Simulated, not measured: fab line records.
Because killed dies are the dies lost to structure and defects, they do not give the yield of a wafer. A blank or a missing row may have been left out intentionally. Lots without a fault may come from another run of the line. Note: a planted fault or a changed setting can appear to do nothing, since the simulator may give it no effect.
fab line records	flow n5_finfet
record lots=24	wafers=72	last_day=20
route steps=1938 shown BEOL_M7@1266
lots with no fault: from the same line, run without faults
start_h: the number of hours between the record's first day and the start of the first shown wafer of the lot	wait_h: how many hours have passed since the lot's step before this one	" identical to the entry in the row above	L1.1+2: a row that stands for several wafers	- no value, or no start was given	* or withheld: withheld	< > ~ a bound
route shown NAME@n: a module of which the file shows steps, and the number in the route of the first	usual: mean/standard deviation of fault-free wafers	same: alike in all rows	chamber/n: place in a boat	sites: the reading at each site	_std_site: standard deviation of those values	_edge_site: inner sites' mean taken away from outer sites' mean	radius_mm: how far each site lies from the wafer's centre	mask NAME#n: copy n	behind: the most recent tool/chamber to have shaped the wafer	hold: why the lot went on hold/how many hours it stayed there/how the hold came to an end	device: which transistor (n, p or np) failed to switch	end of line: the route-end tests of the same wafers	a step without rows: its recipe alone	killed: the dies lost at the first sort to structure and to defects; this is not the yield of the wafer	map: shows each die of a wafer: x if killed, . if not, _ if none is there
set.NAME: setting as actually run; set.NAME@STEP: the setting as run at that earlier step	model.NAME: the simulator's own value behind a step, which no gauge read
steps of the route over a sample of lots; a table a step, a row a wafer
services: from which hour (start_h, from the record's first day; less than 0 if before it) a tool's chamber was out of use, for how many hours, and why
## steps
# step N5_BEOL_M7_PECVD_70
# recipe material=SiO2	target_thk_a=200	temp_c=400	precursor=TEOS/O2	pressure_torr=5.5	rf_w=450	teos_flow_sccm=53.8	gas=O2	flow_sccm=3000	time_s=22.7
# usual heater_power_w=825/100	showerhead_plenum_p_Torr=8.76/0.053	susceptor_temp_C=399.98/0.22	throttle_valve_pct=21.6/0.95
lot.wafer	tool	chamber	start_h	wait_h	heater_power_w	showerhead_plenum_p_Torr	susceptor_temp_C	throttle_valve_pct
L075.3	pecvd-04	0	254.19	0.0	726	8.75	400.01	23.2
L075.4	"	1	"	"	863	8.74	400.16	22.4
L075.6	"	0	"	"	734	8.76	400.30	22.8
L076.1	pecvd-04	0	262.49	0.0	820	8.77	400.12	23.2
L076.5	"	2	"	"	647	8.77	399.79	20.5
L076.6	"	1	"	"	843	8.75	400.15	22.3
L074.1	pecvd-04	0	263.75	0.0	793	8.75	399.87	23.0
L074.5	"	0	"	"	787	8.76	399.80	22.9
L074.6	"	2	"	"	652	8.76	400.12	21.1
L078.1	pecvd-02	1	264.53	0.0	835	8.85	399.73	21.9
L078.2	"	2	"	"	819	8.84	400.07	20.2
L078.4	"	0	"	"	735	8.77	399.79	20.9
L077.2	pecvd-02	1	278.25	0.0	961	8.84	400.19	22.1
L077.3	"	1	"	"	929	8.83	399.97	22.1
L077.6	"	1	"	"	899	8.84	399.94	22.2
L079.4	pecvd-04	2	283.77	0.1	658	8.79	400.35	21.1
L079.5	"	0	"	"	811	8.77	400.33	23.0
L079.6	"	1	"	"	955	8.74	400.33	22.5
L081.2	pecvd-01	2	300.71	0.0	754	8.63	400.12	20.8
L081.5	"	2	"	"	775	8.63	400.02	20.5
L081.6	"	1	"	"	800	8.80	399.97	20.7
L084.2	pecvd-04	0	311.68	0.0	814	8.76	399.99	23.4
L084.3	"	1	"	"	899	8.74	399.93	22.3
L084.6	"	1	"	"	891	8.75	399.82	22.4
L082.4	pecvd-02	0	318.64	0.1	633	8.79	400.09	21.3
L082.5	"	2	"	"	827	8.81	399.58	20.6
L082.6	"	1	"	"	895	8.84	400.13	22.4
L080.1	pecvd-01	0	323.86	0.0	971	8.78	399.74	21.0
L080.5	"	0	"	"	912	8.78	399.51	21.4
L080.6	"	2	"	"	801	8.63	399.88	20.7
L083.1	pecvd-04	0	326.92	0.0	819	8.77	400.18	23.1
L083.4	"	1	"	"	927	8.75	400.18	22.5
L083.5	"	0	"	"	798	8.74	399.95	23.0
L087.1	pecvd-02	0	328.95	0.0	765	8.75	400.05	20.7
L087.2	"	1	"	"	953	8.81	400.30	21.9
L087.3	"	2	"	"	694	8.85	400.09	20.4
L085.1	pecvd-01	2	341.80	0.0	776	8.62	399.92	20.9
L085.4	"	2	"	"	762	8.61	400.31	20.4
L085.5	"	1	"	"	856	8.79	399.74	20.8
L088.3	pecvd-02	1	341.83	0.0	779	8.85	400.27	21.8
L088.4	"	2	"	"	812	8.83	400.10	20.7
L088.5	"	0	"	"	684	8.74	400.35	20.9
L089.3	pecvd-02	1	360.61	0.0	817	8.84	399.67	21.8
L089.5	"	2	"	"	730	8.83	400.40	20.6
L089.6	"	0	"	"	661	8.76	399.62	20.8
L090.1	pecvd-04	1	361.21	0.0	954	8.73	399.92	22.3
L090.4	"	1	"	"	938	8.75	400.05	22.4
L090.5	"	2	"	"	692	8.76	400.00	21.5
L091.2	pecvd-04	0	366.65	0.0	831	8.78	399.95	23.1
L091.3	"	0	"	"	849	8.77	400.03	23.1
L091.4	"	1	"	"	949	8.75	400.03	22.4
L093.1	pecvd-01	1	368.71	0.0	787	8.79	399.98	20.7
L093.3	"	0	"	"	945	8.79	400.04	20.9
L093.4	"	0	"	"	945	8.77	400.45	21.0
L095.1	pecvd-04	1	371.91	0.0	887	8.73	399.83	22.5
L095.4	"	0	"	"	859	8.76	400.18	23.3
L095.6	"	1	"	"	911	8.75	399.67	22.2
L086.3	pecvd-04	1	372.31	0.1	989	8.75	399.93	22.2
L086.4	"	0	"	"	744	8.78	400.01	23.1
L086.5	"	0	"	"	751	8.76	400.04	23.0
L092.2	pecvd-01	0	387.66	0.0	968	8.77	399.85	20.9
L092.5	"	2	"	"	673	8.63	400.12	20.5
L092.6	"	0	"	"	959	8.77	400.02	21.2
L094.1	pecvd-04	1	392.59	0.0	948	8.76	399.91	22.4
L094.4	"	2	"	"	739	8.75	399.54	21.1
L094.6	"	1	"	"	925	8.75	399.89	22.4
L096.3	pecvd-01	1	394.43	0.0	954	8.78	399.99	20.4
L096.4	"	2	"	"	782	8.64	399.76	20.5
L096.5	"	1	"	"	966	8.79	400.32	21.1
L097.3	pecvd-04	0	397.29	0.0	886	8.77	399.87	23.0
L097.4	"	0	"	"	855	8.77	399.96	23.2
L097.6	"	1	"	"	953	8.74	400.01	22.3
# step N5_BEOL_M7_OVL_MEAS_12
# recipe points_per_wafer=44
# usual M7_OVL=0.1/0.73
lot.wafer	tool	chamber	start_h	wait_h	M7_OVL[nm]
L075.3	overlay-01	0	255.32	0.0	0.2
L075.4	"	0	"	"	-0.4
L075.6	"	0	"	"	1.0
L076.1	overlay-01	0	263.98	0.0	1.5
L076.5	"	0	"	"	0.0
L076.6	"	0	"	"	-0.4
L074.1	overlay-01	0	264.73	0.0	0.2
L074.5	"	0	"	"	0.7
L074.6	"	0	"	"	-0.1
L078.1	overlay-01	0	266.82	0.0	-0.7
L078.2	"	0	"	"	-0.9
L078.4	"	0	"	"	-0.8
L077.2	overlay-01	0	279.24	0.0	-0.6
L077.3	"	0	"	"	-0.4
L077.6	"	0	"	"	-0.5
L079.4	overlay-01	0	285.64	0.0	0.4
L079.5	"	0	"	"	-1.3
L079.6	"	0	"	"	-0.4
L081.2	overlay-01	0	302.59	0.0	-0.3
L081.5	"	0	"	"	-0.2
L081.6	"	0	"	"	-1.6
L084.2	overlay-01	0	312.40	0.0	1.0
L084.3	"	0	"	"	1.1
L084.6	"	0	"	"	0.1
L082.4	overlay-01	0	319.55	0.0	0.1
L082.5	"	0	"	"	1.2
L082.6	"	0	"	"	0.7
L080.1	overlay-01	0	326.41	0.1	0.0
L080.5	"	0	"	"	0.6
L080.6	"	0	"	"	-0.1
L083.1	overlay-02	0	329.95	0.0	0.7
L083.4	"	0	"	"	1.7
L083.5	"	0	"	"	0.8
L087.1	overlay-01	0	331.31	0.0	0.4
L087.2	"	0	"	"	0.5
L087.3	"	0	"	"	-0.4
L085.1	overlay-02	0	343.15	0.0	-0.2
L085.4	"	0	"	"	0.8
L085.5	"	0	"	"	-0.7
L088.3	overlay-02	0	343.32	0.0	1.1
L088.4	"	0	"	"	0.2
L088.5	"	0	"	"	0.4
L089.3	overlay-01	0	363.50	0.0	-0.8
L089.5	"	0	"	"	-0.3
L089.6	"	0	"	"	0.2
L090.1	overlay-02	0	364.27	0.0	-0.2
L090.4	"	0	"	"	-0.5
L090.5	"	0	"	"	0.4
L091.2	overlay-01	0	368.00	0.0	0.3
L091.3	"	0	"	"	0.2
L091.4	"	0	"	"	0.1
L093.1	overlay-01	0	371.07	0.0	1.2
L093.3	"	0	"	"	1.1
L093.4	"	0	"	"	-0.3
L095.1	overlay-02	0	375.18	0.0	-0.6
L095.4	"	0	"	"	0.2
L095.6	"	0	"	"	0.2
L086.3	overlay-01	0	375.35	0.0	-0.2
L086.4	"	0	"	"	-0.5
L086.5	"	0	"	"	-0.2
L092.2	overlay-02	0	389.63	0.0	-1.0
L092.5	"	0	"	"	0.3
L092.6	"	0	"	"	-1.3
L094.1	overlay-02	0	393.18	0.0	1.6
L094.4	"	0	"	"	0.1
L094.6	"	0	"	"	0.4
L096.3	overlay-02	0	396.29	0.0	0.2
L096.4	"	0	"	"	-0.3
L096.5	"	0	"	"	-0.2
L097.3	overlay-02	0	399.71	0.0	-0.1
L097.4	"	0	"	"	-1.3
L097.6	"	0	"	"	-0.7
# step N5_BEOL_M7_ETCH_62
# recipe chemistry=N2/H2	target=SOC	target_depth_a=1100	overetch_a=220	mask_material=SiARC	temp_c=40	time_s=165	ion_energy_ev=200	pressure_mtorr=30	source_w=840	bias_w=150	n2_flow_sccm=200	h2_flow_sccm=200
# usual drypump_motor_current_A=5.9/0.39	oes_product_au=0.69/0.059	rf_vpp_V=523.0/2.6	showerhead_plenum_p_Torr=2.51/0.092	throttle_valve_pct=17.67/0.24
lot.wafer	tool	chamber	start_h	wait_h	drypump_motor_current_A	oes_product_au	rf_hours_counter_h	rf_vpp_V	showerhead_plenum_p_Torr	throttle_valve_pct
L075.3	rie_diel-06	0	255.47	0.0	5.9	0.73	39	522.7	2.48	17.24
L075.4	"	2	"	"	5.2	0.78	6	525.4	2.61	17.45
L075.6	"	1	"	"	5.7	0.56	-	526.3	2.60	17.76
L076.1	rie_diel-06	2	264.29	0.0	5.2	0.79	10	526.1	2.60	17.45
L076.5	"	0	"	"	5.9	0.73	-	521.1	2.48	17.23
L076.6	"	2	"	"	5.2	0.78	-	525.5	2.60	17.46
L074.1	rie_diel-04	0	264.88	0.0	5.7	0.61	178	523.3	2.53	17.74
L074.5	"	3	"	"	5.2	0.72	-	524.5	2.58	17.81
L074.6	"	0	"	"	5.7	0.61	-	524.4	2.53	17.71
L078.1	rie_diel-04	1	267.11	0.0	6.3	0.77	18	524.3	2.59	17.91
L078.2	"	0	"	"	5.7	0.61	178	522.7	2.53	17.74
L078.4	"	3	"	"	5.3	0.71	65	526.3	2.58	17.79
L077.2	rie_diel-01	1	279.39	0.0	6.1	0.64	139	521.7	2.45	17.93
L077.3	"	2	"	"	6.1	0.74	28	524.6	2.61	17.59
L077.6	"	3	"	"	6.3	0.64	-	525.7	2.65	18.20
L079.4	rie_diel-04	0	286.02	0.1	5.7	0.61	-	523.8	2.53	17.75
L079.5	"	2	"	"	5.9	0.73	-	522.1	2.47	17.69
L079.6	"	1	"	"	6.3	0.76	-	525.8	2.59	17.92
L081.2	rie_diel-06	1	302.74	0.0	5.7	0.82	8	526.1	2.60	17.38
L081.5	"	3	"	"	6.3	0.64	-	518.8	2.32	17.51
L081.6	"	0	"	"	5.9	0.71	-	521.3	2.47	17.25
L084.2	rie_diel-06	1	312.54	0.0	5.7	0.81	11	525.1	2.59	17.39
L084.3	"	0	"	"	5.9	0.71	58	521.4	2.47	17.26
L084.6	"	2	"	"	5.2	0.75	-	525.1	2.60	17.48
L082.4	rie_diel-04	0	319.70	0.0	5.7	0.60	196	524.1	2.52	17.75
L082.5	"	1	"	"	6.3	0.74	-	525.1	2.58	17.95
L082.6	"	0	"	"	5.7	0.60	-	524.2	2.52	17.76
L080.1	rie_diel-04	0	326.56	0.0	5.7	0.60	198	523.2	2.52	17.76
L080.5	"	3	"	"	5.2	0.70	-	524.8	2.58	17.81
L080.6	"	2	"	"	5.9	0.72	-	523.8	2.47	17.72
L083.1	rie_diel-06	1	330.10	0.0	5.7	0.80	16	525.9	2.59	17.39
L083.4	"	0	"	"	5.9	0.70	64	522.4	2.47	17.28
L083.5	"	2	"	"	5.2	0.74	-	523.8	2.60	17.50
L087.1	rie_diel-04	1	331.65	0.0	6.3	0.74	40	524.3	2.58	17.95
L087.2	"	2	"	"	5.9	0.71	72	522.4	2.47	17.72
L087.3	"	3	"	"	5.3	0.69	83	524.7	2.58	17.83
L085.1	rie_diel-06	3	343.30	0.0	6.3	0.63	171	517.4	2.32	17.53
L085.4	"	1	"	"	5.7	0.79	20	525.3	2.59	17.40
L085.5	"	2	"	"	5.2	0.73	-	525.2	2.59	17.49
L088.3	rie_diel-04	3	343.47	0.0	5.3	0.70	87	525.0	2.57	17.84
L088.4	"	0	"	"	5.7	0.60	201	522.8	2.52	17.76
L088.5	"	2	"	"	5.9	0.71	-	521.7	2.47	17.73
L089.3	rie_diel-06	2	363.68	0.0	5.2	0.73	38	526.6	2.59	17.51
L089.5	"	0	"	"	5.9	0.69	-	521.7	2.47	17.30
L089.6	"	1	"	"	5.7	0.78	-	524.9	2.59	17.39
L090.1	rie_diel-04	0	364.53	0.0	5.7	0.59	205	523.1	2.52	17.76
L090.4	"	2	"	"	5.9	0.71	79	521.3	2.46	17.74
L090.5	"	2	"	"	5.9	0.70	-	521.0	2.46	17.74
L091.2	rie_diel-04	3	368.57	0.0	5.3	0.69	94	524.9	2.57	17.84
L091.3	"	1	"	"	6.3	0.72	48	525.9	2.58	17.95
L091.4	"	2	"	"	5.9	0.70	81	520.7	2.46	17.75
L093.1	rie_diel-06	3	371.25	0.0	6.3	0.63	178	518.2	2.31	17.55
L093.3	"	1	"	"	5.7	0.78	27	526.0	2.59	17.40
L093.4	"	2	"	"	5.2	0.73	40	524.9	2.59	17.52
L095.1	rie_diel-01	1	375.45	0.0	6.2	0.63	167	521.6	2.44	17.97
L095.4	"	2	"	"	6.1	0.71	57	525.2	2.59	17.64
L095.6	"	1	"	"	6.1	0.63	-	519.8	2.44	17.96
L086.3	rie_diel-06	3	375.61	0.0	6.3	0.63	180	517.2	2.31	17.55
L086.4	"	2	"	"	5.3	0.73	41	524.8	2.59	17.52
L086.5	"	3	"	"	6.3	0.62	-	518.1	2.31	17.55
L092.2	rie_diel-04	0	389.82	0.0	5.7	0.59	212	522.6	2.51	17.78
L092.5	"	1	"	"	6.3	0.72	-	525.5	2.57	17.98
L092.6	"	0	"	"	5.7	0.59	-	523.3	2.51	17.79
L094.1	rie_diel-04	3	393.38	0.0	5.3	0.69	100	525.4	2.57	17.86
L094.4	"	0	"	"	5.7	0.59	213	524.0	2.51	17.78
L094.6	"	0	"	"	5.7	0.58	-	522.4	2.51	17.78
L096.3	rie_diel-06	3	396.44	0.0	6.3	0.62	186	517.2	2.31	17.56
L096.4	"	2	"	"	5.2	0.72	48	525.0	2.59	17.53
L096.5	"	3	"	"	6.3	0.63	-	517.8	2.31	17.56
L097.3	rie_diel-04	2	399.87	0.0	5.9	0.68	90	521.2	2.46	17.77
L097.4	"	1	"	"	6.3	0.71	58	524.5	2.57	17.97
L097.6	"	2	"	"	5.9	0.70	-	521.9	2.46	17.76
# step N5_BEOL_M7_STRIP_67
# recipe chemistry=CF4	resist=SiARC	power_w=300	bias_power_w=75	pressure_mtorr=50	cf4_flow_sccm=150	rf_frequency_hz=6e+07
# usual drypump_motor_current_A=5.8/0.39	oes_product_au=0.82/0.07	rf_vpp_V=270.9/1.6	showerhead_plenum_p_Torr=1.78/0.06	throttle_valve_pct=13.47/0.22
lot.wafer	tool	chamber	start_h	wait_h	drypump_motor_current_A	oes_product_au	rf_hours_counter_h	rf_vpp_V	showerhead_plenum_p_Torr	throttle_valve_pct
L075.3	rie_diel-06	0	255.61	0.0	5.9	0.87	39	270.8	1.75	13.01
L075.4	"	2	"	"	5.2	0.94	6	272.7	1.84	13.19
L075.6	"	1	"	"	5.7	0.66	-	274.2	1.84	13.65
L076.1	rie_diel-06	2	264.44	0.0	5.2	0.91	10	272.8	1.84	13.19
L076.5	"	0	"	"	5.9	0.86	-	271.8	1.75	13.02
L076.6	"	2	"	"	5.2	0.93	-	271.8	1.84	13.19
L074.1	rie_diel-04	0	265.03	0.0	5.7	0.71	178	270.3	1.77	13.56
L074.5	"	3	"	"	5.2	0.84	-	270.4	1.83	13.51
L074.6	"	0	"	"	5.7	0.72	-	271.0	1.77	13.55
L078.1	rie_diel-04	1	267.25	0.0	6.4	0.91	18	270.9	1.84	13.62
L078.2	"	0	"	"	5.7	0.71	179	270.8	1.77	13.55
L078.4	"	3	"	"	5.2	0.84	65	272.9	1.83	13.51
L077.2	rie_diel-01	1	279.53	0.0	6.2	0.76	139	268.0	1.73	13.57
L077.3	"	2	"	"	6.1	0.88	28	272.2	1.83	13.17
L077.6	"	3	"	"	6.3	0.76	-	270.5	1.84	13.73
L079.4	rie_diel-04	0	286.11	0.0	5.7	0.70	-	271.4	1.77	13.58
L079.5	"	2	"	"	5.9	0.86	-	271.7	1.76	13.55
L079.6	"	1	"	"	6.4	0.90	-	270.7	1.84	13.65
L081.2	rie_diel-06	1	302.88	0.0	5.7	0.96	8	271.4	1.83	13.11
L081.5	"	3	"	"	6.3	0.76	-	266.0	1.67	13.51
L081.6	"	0	"	"	5.9	0.84	-	270.1	1.75	13.06
L084.2	rie_diel-06	1	312.69	0.0	5.7	0.94	11	272.5	1.83	13.15
L084.3	"	0	"	"	5.9	0.83	58	268.1	1.75	13.06
L084.6	"	2	"	"	5.2	0.88	-	272.3	1.84	13.23
L082.4	rie_diel-04	0	319.84	0.0	5.7	0.71	196	270.9	1.77	13.60
L082.5	"	1	"	"	6.3	0.87	-	272.8	1.84	13.66
L082.6	"	0	"	"	5.7	0.70	-	270.8	1.77	13.60
L080.1	rie_diel-04	0	326.70	0.0	5.7	0.70	198	270.4	1.77	13.58
L080.5	"	3	"	"	5.2	0.82	-	270.5	1.82	13.57
L080.6	"	2	"	"	5.9	0.85	-	271.6	1.75	13.58
L083.1	rie_diel-06	1	330.24	0.0	5.7	0.94	16	270.7	1.83	13.14
L083.4	"	0	"	"	5.9	0.83	64	270.3	1.75	13.08
L083.5	"	2	"	"	5.2	0.88	-	272.0	1.84	13.23
L087.1	rie_diel-04	1	331.80	0.0	6.3	0.86	40	272.5	1.84	13.67
L087.2	"	2	"	"	5.9	0.84	72	271.5	1.75	13.57
L087.3	"	3	"	"	5.2	0.82	83	271.9	1.82	13.55
L085.1	rie_diel-06	3	343.45	0.0	6.3	0.74	171	267.9	1.66	13.52
L085.4	"	1	"	"	5.7	0.92	20	271.7	1.83	13.16
L085.5	"	2	"	"	5.2	0.87	-	273.3	1.84	13.25
L088.3	rie_diel-04	3	343.61	0.0	5.2	0.82	87	271.8	1.82	13.59
L088.4	"	0	"	"	5.7	0.70	201	271.4	1.76	13.62
L088.5	"	2	"	"	5.9	0.83	-	270.2	1.75	13.57
L089.3	rie_diel-06	2	363.83	0.0	5.2	0.87	38	272.8	1.83	13.25
L089.5	"	0	"	"	5.9	0.81	-	270.2	1.74	13.10
L089.6	"	1	"	"	5.7	0.92	-	273.4	1.83	13.19
L090.1	rie_diel-04	0	364.68	0.0	5.7	0.70	205	271.2	1.76	13.62
L090.4	"	2	"	"	5.9	0.83	80	269.5	1.75	13.59
L090.5	"	2	"	"	5.9	0.83	-	269.7	1.75	13.59
L091.2	rie_diel-04	3	368.72	0.0	5.2	0.81	94	271.2	1.82	13.58
L091.3	"	1	"	"	6.3	0.86	48	272.5	1.84	13.70
L091.4	"	2	"	"	5.9	0.82	81	268.9	1.75	13.59
L093.1	rie_diel-06	3	371.39	0.0	6.3	0.74	178	268.4	1.66	13.52
L093.3	"	1	"	"	5.7	0.92	27	271.6	1.83	13.16
L093.4	"	2	"	"	5.2	0.86	40	272.5	1.83	13.27
L095.1	rie_diel-01	1	375.60	0.0	6.1	0.74	167	269.5	1.72	13.64
L095.4	"	2	"	"	6.0	0.84	57	273.3	1.82	13.23
L095.6	"	1	"	"	6.1	0.75	-	269.1	1.72	13.62
L086.3	rie_diel-06	3	375.76	0.0	6.3	0.73	180	267.9	1.66	13.55
L086.4	"	2	"	"	5.2	0.85	42	271.4	1.83	13.29
L086.5	"	3	"	"	6.3	0.74	-	268.8	1.66	13.56
L092.2	rie_diel-04	0	389.96	0.0	5.7	0.70	212	271.8	1.76	13.61
L092.5	"	1	"	"	6.3	0.85	-	271.9	1.83	13.69
L092.6	"	0	"	"	5.7	0.69	-	271.0	1.76	13.64
L094.1	rie_diel-04	3	393.53	0.0	5.3	0.81	100	270.3	1.82	13.58
L094.4	"	0	"	"	5.7	0.69	213	271.6	1.76	13.62
L094.6	"	0	"	"	5.7	0.69	-	272.4	1.76	13.62
L096.3	rie_diel-06	3	396.58	0.0	6.3	0.73	186	267.3	1.66	13.56
L096.4	"	2	"	"	5.2	0.85	48	271.0	1.83	13.27
L096.5	"	3	"	"	6.3	0.73	-	268.0	1.66	13.56
L097.3	rie_diel-04	2	400.01	0.0	5.9	0.83	90	269.8	1.75	13.60
L097.4	"	1	"	"	6.3	0.84	58	270.5	1.83	13.71
L097.6	"	2	"	"	5.9	0.82	-	270.6	1.75	13.61
# step N5_BEOL_M7_PRE_CLEAN_45
# recipe gas=H2/He	time_s=30	temp_c=250
# usual heater_power_w=338/27	susceptor_temp_C=250.01/0.18
lot.wafer	tool	chamber	start_h	wait_h	heater_power_w	susceptor_temp_C
L075.3	pvd_sputter-03	-	260.71	0.0	388	250.36
L075.4	"	-	"	"	343	249.95
L075.6	"	-	"	"	334	250.23
L076.1	pvd_sputter-02	-	267.99	0.0	324	249.59
L076.5	"	-	"	"	378	249.99
L076.6	"	-	"	"	316	249.99
L074.1	pvd_sputter-03	-	269.99	0.0	410	250.01
L074.5	"	-	"	"	404	250.06
L074.6	"	-	"	"	330	249.92
L078.1	pvd_sputter-03	-	271.77	0.0	405	249.92
L078.2	"	-	"	"	339	249.97
L078.4	"	-	"	"	368	249.69
L077.2	pvd_sputter-02	-	282.44	0.0	383	250.01
L077.3	"	-	"	"	318	249.95
L077.6	"	-	"	"	357	250.29
L079.4	pvd_sputter-03	-	288.44	0.0	394	249.69
L079.5	"	-	"	"	302	250.05
L079.6	"	-	"	"	351	250.07
L081.2	pvd_sputter-03	-	305.80	0.0	359	250.18
L081.5	"	-	"	"	363	250.09
L081.6	"	-	"	"	336	250.06
L084.2	pvd_sputter-01	-	316.33	0.0	317	249.87
L084.3	"	-	"	"	311	249.92
L084.6	"	-	"	"	320	249.72
L082.4	pvd_sputter-01	-	322.27	0.0	335	249.75
L082.5	"	-	"	"	326	250.30
L082.6	"	-	"	"	307	250.33
L080.1	pvd_sputter-01	-	331.41	0.0	321	250.28
L080.5	"	-	"	"	323	249.83
L080.6	"	-	"	"	339	249.93
L083.1	pvd_sputter-01	-	331.97	0.0	333	250.06
L083.4	"	-	"	"	326	249.79
L083.5	"	-	"	"	329	250.06
L087.1	pvd_sputter-02	-	334.53	0.0	376	250.30
L087.2	"	-	"	"	316	250.27
L087.3	"	-	"	"	306	249.98
L088.3	pvd_sputter-01	-	347.22	0.0	343	249.88
L088.4	"	-	"	"	312	249.86
L088.5	"	-	"	"	315	249.78
L085.1	pvd_sputter-01	-	347.50	0.0	326	250.12
L085.4	"	-	"	"	307	249.95
L085.5	"	-	"	"	324	250.12
L090.1	pvd_sputter-03	-	368.73	0.0	400	250.25
L090.4	"	-	"	"	309	250.13
L090.5	"	-	"	"	307	250.14
L089.3	pvd_sputter-01	-	370.51	0.0	313	250.16
L089.5	"	-	"	"	335	249.96
L089.6	"	-	"	"	343	250.09
L091.2	pvd_sputter-03	-	370.95	0.0	401	249.89
L091.3	"	-	"	"	315	249.93
L091.4	"	-	"	"	338	249.92
L093.1	pvd_sputter-01	-	376.71	0.0	320	250.20
L093.3	"	-	"	"	337	249.71
L093.4	"	-	"	"	334	250.48
L095.1	pvd_sputter-02	-	379.72	0.0	375	250.04
L095.4	"	-	"	"	322	250.08
L095.6	"	-	"	"	313	249.95
L086.3	pvd_sputter-02	-	379.88	0.0	323	249.84
L086.4	"	-	"	"	378	249.99
L086.5	"	-	"	"	352	250.03
L092.2	pvd_sputter-02	-	392.08	0.0	376	249.90
L092.5	"	-	"	"	352	249.90
L092.6	"	-	"	"	318	250.03
L094.1	pvd_sputter-03	-	396.23	0.0	342	249.77
L094.4	"	-	"	"	312	250.16
L094.6	"	-	"	"	363	249.87
L096.3	pvd_sputter-03	-	399.75	0.0	403	249.90
L096.4	"	-	"	"	330	249.87
L096.5	"	-	"	"	304	250.08
L097.3	pvd_sputter-01	-	402.91	0.0	326	249.76
L097.4	"	-	"	"	315	250.33
L097.6	"	-	"	"	335	249.93
# step N5_BEOL_M7_ALD_77
# recipe material=TaN	target_thk_a=20	temp_c=275	ald_precursor_family=PDMAT	ald_co_reactant=NH3	pressure_torr=3	carrier_flow_sccm=1500	pulse_time_s=2	purge_time_s=3	co_reactant_purge_time_s=2	co_reactant_pulse_time_s=3	ald_cycles=40	precursor_vessel_temp_c=75	precursor_vessel_pressure_torr=26.25	precursor_vessel_carrier_sccm=1000
# usual heater_power_w=415/39	precursor_vessel_carrier_sccm=1000/3.3	susceptor_temp_C=275.02/0.18
lot.wafer	tool	chamber	start_h	wait_h	heater_power_w	precursor_vessel_carrier_sccm	susceptor_temp_C
L075.3	ald_metal-04	2	260.82	0.1	393	1000	275.07
L075.4	"	1	"	"	383	1000	274.96
L075.6	"	2	"	"	392	1002	274.90
L076.1	ald_metal-04	2	268.07	0.1	408	1001	275.20
L076.5	"	0	"	"	425	998	274.93
L076.6	"	3	"	"	438	998	274.87
L074.1	ald_metal-02	2	270.05	0.0	427	1005	275.12
L074.5	"	3	"	"	465	1006	274.93
L074.6	"	2	"	"	409	1002	274.99
L078.1	ald_metal-04	3	272.03	0.2	428	999	274.84
L078.2	"	2	"	"	405	1001	275.00
L078.4	"	3	"	"	433	999	275.01
L077.2	ald_metal-04	0	282.51	0.1	423	1000	275.05
L077.3	"	3	"	"	430	999	274.70
L077.6	"	2	"	"	401	1006	275.29
L079.4	ald_metal-04	2	288.54	0.1	408	1001	275.00
L079.5	"	1	"	"	387	998	274.77
L079.6	"	2	"	"	409	1002	275.10
L081.2	ald_metal-03	0	305.86	0.0	490	999	274.71
L081.5	"	0	"	"	481	999	275.00
L081.6	"	1	"	"	435	1003	274.77
L084.2	ald_metal-04	2	316.41	0.1	399	998	274.95
L084.3	"	3	"	"	437	1005	274.98
L084.6	"	1	"	"	390	1009	275.07
L082.4	ald_metal-03	1	322.31	0.0	431	1000	275.15
L082.5	"	2	"	"	311	1004	275.27
L082.6	"	1	"	"	440	1000	275.08
L080.1	ald_metal-02	2	331.47	0.0	421	998	274.93
L080.5	"	3	"	"	462	998	275.12
L080.6	"	2	"	"	422	999	275.05
L083.1	ald_metal-02	2	332.04	0.1	418	1000	275.03
L083.4	"	1	"	"	476	999	275.09
L083.5	"	2	"	"	411	1004	275.09
L087.1	ald_metal-04	3	334.60	0.1	441	1000	275.03
L087.2	"	1	"	"	390	1001	275.02
L087.3	"	0	"	"	422	1003	275.14
L088.3	ald_metal-03	0	347.30	0.1	479	1001	274.93
L088.4	"	2	"	"	303	993	275.09
L088.5	"	2	"	"	315	1002	275.10
L085.1	ald_metal-02	0	347.56	0.0	391	1006	275.05
L085.4	"	2	"	"	418	1007	275.03
L085.5	"	2	"	"	429	1000	275.01
L090.1	ald_metal-04	2	368.79	0.0	398	993	275.21
L090.4	"	1	"	"	350	998	274.90
L090.5	"	0	"	"	376	1001	274.69
L089.3	ald_metal-04	0	370.57	0.0	376	999	275.20
L089.5	"	2	"	"	405	999	275.17
L089.6	"	1	"	"	350	992	275.03
L091.2	ald_metal-02	2	371.01	0.0	419	1002	275.18
L091.3	"	0	"	"	396	994	274.88
L091.4	"	1	"	"	473	1005	275.16
L093.1	ald_metal-04	1	376.80	0.1	346	1001	275.01
L093.3	"	2	"	"	389	997	275.37
L093.4	"	3	"	"	427	998	274.95
L095.1	ald_metal-02	0	379.78	0.0	400	999	274.88
L095.4	"	3	"	"	468	1004	274.99
L095.6	"	0	"	"	391	999	274.82
L086.3	ald_metal-02	1	380.06	0.2	477	1003	275.41
L086.4	"	0	"	"	409	1002	275.01
L086.5	"	2	"	"	412	997	275.07
L092.2	ald_metal-04	3	392.14	0.0	416	1000	274.92
L092.5	"	3	"	"	421	1005	274.92
L092.6	"	2	"	"	399	997	275.13
L094.1	ald_metal-04	0	396.31	0.1	395	1002	274.83
L094.4	"	1	"	"	347	994	275.02
L094.6	"	0	"	"	381	1004	274.75
L096.3	ald_metal-02	2	399.83	0.1	423	1005	275.13
L096.4	"	3	"	"	463	998	274.79
L096.5	"	0	"	"	402	1000	274.72
L097.3	ald_metal-04	0	403.17	0.2	380	1003	275.26
L097.4	"	3	"	"	434	1003	274.95
L097.6	"	0	"	"	378	1001	275.15
## services
tool	chamber	start_h	hours	kind
pecvd-01	-	238.27	2.4	repair
ald_metal-04	3	256.82	7.7	repair
ald_metal-02	1	256.88	1.6	repair
pvd_sputter-02	-	257.78	8.9	repair
pecvd-02	-	257.78	1.3	repair
rie_diel-01	1	259.69	10.5	repair
ald_metal-04	1	261.26	26.1	repair
ald_metal-02	-	262.55	0.4	repair
pecvd-01	1	262.74	5.6	repair
pecvd-01	-	270.69	1.4	repair
rie_diel-04	3	278.30	9.8	repair
pecvd-02	-	311.91	1.3	repair
pecvd-01	-	316.05	2.9	repair
ald_metal-02	-	317.14	2.8	pm
ald_metal-04	-	321.80	1.1	repair
pvd_sputter-02	-	325.03	0.5	repair
rie_diel-04	0	327.20	4.9	repair
pecvd-04	1	327.29	5.7	repair
ald_metal-04	-	337.25	14.0	pm
pvd_sputter-02	-	345.96	8.9	repair
ald_metal-02	-	351.01	1.6	repair
pecvd-04	2	366.64	20.6	repair
pecvd-02	-	383.77	14.6	pm
pvd_sputter-03	-	388.30	6.5	repair
## key
fault none
